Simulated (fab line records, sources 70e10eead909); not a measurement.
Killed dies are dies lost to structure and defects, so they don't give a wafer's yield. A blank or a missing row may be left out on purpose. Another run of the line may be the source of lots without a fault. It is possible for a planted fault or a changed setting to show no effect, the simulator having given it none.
Chamber matching -- flow nand_harc -- NHARC_A_STAIRCASE_TRIM_187 on rie_diel-05: 4 sister chambers
The step chemistry O2, time 211.2 s. 4 wafers are shown with their chamber, then 9 later ones without.

## WAFERS PAIRED WITH THEIR CHAMBERS
wafer,chamber,showerhead_plenum_p_Torr (Torr)
L093.6,3,3.39
L093.1,2,3.66
L093.3,1,3.36
L093.5,0,3.44

## WAFERS WITHOUT THEIR CHAMBER
wafer,showerhead_plenum_p_Torr (Torr)
L094.2,3.39
L094.3,3.35
L094.4,3.35
L097.1,3.35
L097.3,3.38
L097.4,3.43
L097.2,3.65
L097.5,3.35
L097.6,3.43

## EACH ONE'S CHAMBER
wafer,from the rows above,in truth
L094.2,3,3
L094.3,1,1
L094.4,1,1
L097.1,1,1
L097.3,can't be placed: 3 or 1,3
L097.4,0,0
L097.2,2,2
L097.5,1,1
L097.6,0,0
Correctly placed: 8 of 9. From these rows, 1 cannot be placed; in 1 the true chamber is one of the candidates. Wrongly placed: 0.
How it was worked out, from the rows above alone: a wafer's distance from a chamber is the root of the sum, over the readings, of the square of ((its reading less the chamber's mean) divided by the reading's scatter). If the next closest chamber is less than 2 further off than the closest, the wafer can't be placed; otherwise it belongs to the closest. Each chamber's mean is taken over the wafers shown for it. The scatter: with one shown wafer a chamber, the root of the mean of the squares of how far each hidden wafer lies from its nearest shown one.
